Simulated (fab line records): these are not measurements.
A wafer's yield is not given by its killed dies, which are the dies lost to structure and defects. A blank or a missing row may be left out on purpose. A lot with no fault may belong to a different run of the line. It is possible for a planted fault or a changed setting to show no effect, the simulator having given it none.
A struck lot beside a sound one || flow n5 finfet || 15 steps out of a route of 1938
Sound: the wafers L887.1, L887.2, L887.5. Struck: wafer L892.6. (L892.3 of the same lot was not struck and is left out.) The cause comes at the end.
At each step with rows: each side's tool, then ch and its chambers, then its first start. Under that, the readings that differ: sound wafers || struck wafers || difference of the means || sigmas: that difference in standard deviations of wafers without a fault.
alike: a reading whose means differ by less than 2 such deviations, as well as words and numbers matching on both sides. not compared: withheld readings; readings where some wafer has no value; bounds like >300 that might hide an equal value; numbers whose values overlap and for which the record gives no deviation.
A row with sigmas, a row that says differs or no value, or rows on one side alone: a step with any of these is where the two part. Numbers that don't overlap but have no deviation are shown without sigmas and don't part them. A reading that every wafer of one side lacks parts them only if that side has two wafers or more.

first, 4 steps without rows for these wafers: N5_HKMG_FIN_ALD_72 (deposits W, target thk 2 nm, pulse time 1 s, purge time 2 s); N5_HKMG_FIN_W_FILL_22 (material W, target thk 60 nm, time 18.2 s); N5_HKMG_FIN_PRECLEAN_83 (cleans in DIW, time 57.5 s); N5_HKMG_FIN_SRD_84 (dry time 32 s).
N5_HKMG_FIN_CMP_23: polishes, stops on SiNx, t overpolish 10 s, target thk 46.326 nm.
  sound on cmp-04 ch 0,1,3, day 6 16:30; struck on cmp-04 ch 3, day 8 03:08
{"reading": "overpolish run s (s)", "sound": "10.006 9.998 10.030", "struck": 9.990, "difference": -0.021, "sigmas": -2}
  alike: motor current A, time to endpoint s
then, 1 step without rows for these wafers: N5_HKMG_FIN_CMP_94 (polishes, stops on SiNx, t overpolish 4.7 s, target thk 43.299 nm).
N5_HKMG_FIN_INSPECT_28: inspects for defects (darkfield).
  struck on defect inspect-02, day 8 03:50; sound on defect inspect-02, day 6 17:08
  alike: raw defect count
N5_GATE_CUT_ETCHBACK_00: etches W in SF6/Cl2.
  sound on rie metal-02 ch 0,1, day 6 17:10; struck on rie metal-03 ch 0, day 8 03:55
{"reading": "drypump motor current A (A)", "sound": "5.78 5.47 5.45", "struck": 6.15, "difference": "+0.58", "sigmas": "+3"}
  alike: oes product au, throttle valve pct
  not compared: rf hours counter h
N5_GATE_CUT_ETCH_56: etches TiN in Cl2/Ar, target depth 21.6 nm.
  sound on rie metal-02 ch 0,1, day 6 17:17; struck on rie metal-03 ch 0, day 8 04:02
{"reading": "drypump motor current A (A)", "sound": "5.79 5.46 5.45", "struck": 6.14, "difference": "+0.57", "sigmas": "+2"}
  alike: oes_ar_750_au, oes product au, throttle valve pct
  not compared: rf hours counter h
N5_GATE_CUT_ETCHBACK_30: etches TiN in Cl2/Ar, target depth 3 nm.
  sound on rie metal-02 ch 0,1, day 6 17:23; struck on rie metal-03 ch 0, day 8 04:06
{"reading": "drypump motor current A (A)", "sound": "5.79 5.48 5.46", "struck": 6.16, "difference": "+0.58", "sigmas": "+3"}
  alike: oes_ar_750_au, oes product au, throttle valve pct
  not compared: rf hours counter h
then, 1 step without rows for these wafers: N5_GATE_CUT_VAPOR_ETCH_60 (etches HfO2 in BCl3/Cl2).
N5_GATE_CUT_ETCH_58: etches SiNx in CH3F/O2, target depth 17 nm, time 128.6 s.
  sound on rie diel-03 ch 0,2, day 6 17:28; struck on rie diel-01 ch 3, day 8 04:10
{"reading": "model.etch.depth nm (nm)", "sound": "16.98 16.91 16.84", "struck": 12.08, "difference": -4.83, "sigmas": ""}
{"reading": "model.SiNx_of_SDB_ALD_29.thk nm (nm)", "sound": "24.4 24.4 24.4", "struck": 25.2, "difference": "+0.8", "sigmas": ""}
  alike: drypump motor current A, oes product au, rf vpp V, showerhead plenum p Torr, throttle valve pct
  not compared: rf hours counter h
N5_GATE_CUT_STRIP_59: strips in N2/H2, time 20 s.
  sound on rie diel-03 ch 0,2, day 6 17:34; struck on rie diel-01 ch 3, day 8 04:16
  alike: drypump motor current A, oes product au, rf vpp V, showerhead plenum p Torr, temp c, throttle valve pct
  not compared: rf hours counter h
-- a jump in the record: the struck wafers' starts before and after are 4 days apart (it breaks off in module GATE_CUT and resumes in module BEOL_M4, where the first step shown is number 1111 of the route) --
N5_BEOL_M4_RC_MEAS_101:
  sound on prober-01 ch 0, day 10 01:08; struck on prober-02 ch 0, day 12 11:24
  alike: DIBL_N, DIBL_P, IOFF_N, IOFF_P, ION_N, ION_P, SS_N, SS_P, VT_N, VT_P
-- here the record skips 4 days between the struck wafers' starts before and after, leaving off in module BEOL_M4 and picking up in module PASSIVATION (first step shown: number 1936 of the route) --
N5_PASSIVATION_PROBE_49:
  the record has rows for the struck wafers here (prober-01, day 16 18:23) and none for the sound ones

== WHERE THEY PART ==
Last at N5_PASSIVATION_PROBE_49 as far as this record goes, first at N5_HKMG_FIN_CMP_23.

WHY: the cause the simulator had injected
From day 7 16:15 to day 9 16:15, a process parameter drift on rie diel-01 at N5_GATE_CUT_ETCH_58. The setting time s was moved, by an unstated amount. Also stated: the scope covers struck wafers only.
